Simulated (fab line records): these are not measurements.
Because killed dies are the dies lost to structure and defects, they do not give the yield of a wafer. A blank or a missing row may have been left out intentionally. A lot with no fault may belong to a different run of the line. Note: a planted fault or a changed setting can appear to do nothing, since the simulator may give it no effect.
A lot that was struck, set against a sound lot ; flow nand-harc ; 18 steps out of a route of 1302
Sound: wafers L532.1, L532.3, L532.6. Wafers L537.1, L537.4, L537.5 were the ones struck. The cause is named last.
Each step with rows lists, per side, the tool, then ch with its chambers, then its first start. Under that, the readings that differ: sound wafers ; struck wafers ; difference of the means ; sigmas: that difference in standard deviations of wafers without a fault.
alike: words and numbers the same on both sides, and readings whose means are apart by under 2 such deviations; not compared: readings that were withheld, readings missing a value for some wafer, numbers with overlapping values and no deviation given by the record, and bounds like >300 which may hide the same value.
The two part at a step that has a row with sigmas, a row that says differs or no value, or rows on one side only. Non-overlapping numbers with no deviation appear without sigmas and do not part them. A reading that every wafer of one side lacks parts them only if that side has two wafers or more.

NHARC_P_ZERO_WELL_CD_MEAS_24: target cd 720 nm.
  sound on cd-sem-02 ch 0, day 2 08:27; struck on cd-sem-02 ch 0, day 4 10:38
  alike: cd-nm
then, 1 step without rows for these wafers: NHARC_P_ZERO_WELL_HARDBAKE_25 (time 80 s).
NHARC_P_ZERO_WELL_DESCUM_26: chemistry O2, time 3 s.
  sound on rie-diel-13 ch 0,2,3, day 2 08:38; struck on rie-diel-13 ch 0,1,3, day 4 13:13
  alike: drypump-motor-current-A, mfc-ar-sccm, oes-product-au, rf-vpp-V, showerhead-plenum-p-Torr, throttle-valve-pct
  not compared: rf-hours-counter-h
then, 9 steps without rows for these wafers: NHARC_P_ZERO_WELL_IMPLANT_27; NHARC_P_ZERO_WELL_IMPLANT_57; NHARC_P_ZERO_WELL_IMPLANT_58; NHARC_P_ZERO_WELL_STRIP_28 (strips in SPM, time 840 s); NHARC_P_ZERO_WELL_DEHYDRATE_29 (time 120 s); NHARC_P_ZERO_WELL_HMDS_30 (time 30 s); NHARC_P_ZERO_WELL_COAT_31; NHARC_P_ZERO_WELL_SOFTBAKE_32 (time 95 s); NHARC_P_ZERO_WELL_EBR_33.
NHARC_P_ZERO_WELL_EXPOSE_34: exposes mask P PWELL, target cd 720 nm.
  sound on krf-scanner-01 ch 0, day 2 09:56; struck on krf-scanner-01 ch 0, day 4 14:31
reading;sound;struck;difference;sigmas
mask;P_PWELL#0 P_PWELL#0 P_PWELL#0;P_NWELL#0 P_NWELL#0 P_NWELL#0;differs;
then, 2 steps without rows for these wafers: NHARC_P_ZERO_WELL_PEB_35 (peb time 85 s); NHARC_P_ZERO_WELL_DEVELOP_36 (time 70 s).
NHARC_P_ZERO_WELL_CD_MEAS_37: target cd 720 nm.
  sound on cd-sem-01 ch 0, day 2 10:06; struck on cd-sem-02 ch 0, day 4 14:40
reading;sound;struck;difference;sigmas
cd-nm (nm);719.7 721.9 721.0;- - -;no value on the struck wafers;
then, 1 step without rows for these wafers: NHARC_P_ZERO_WELL_HARDBAKE_38 (time 80 s).
-- the record jumps here: 23 days lie between the struck wafers' starts before and after (it left off in module P_ZERO_WELL and takes up again in module END, whose first step shown is number 1302 of the route) --
NHARC_END_SORT_01:
  here the record holds rows for the struck wafers (prober-02 ch 0, day 27 19:31) but none for the sound ones

== WHERE THEY PART ==
Last at NHARC_END_SORT_01 as far as this record goes, first at NHARC_P_ZERO_WELL_EXPOSE_34.

WHY: what the simulator had put in
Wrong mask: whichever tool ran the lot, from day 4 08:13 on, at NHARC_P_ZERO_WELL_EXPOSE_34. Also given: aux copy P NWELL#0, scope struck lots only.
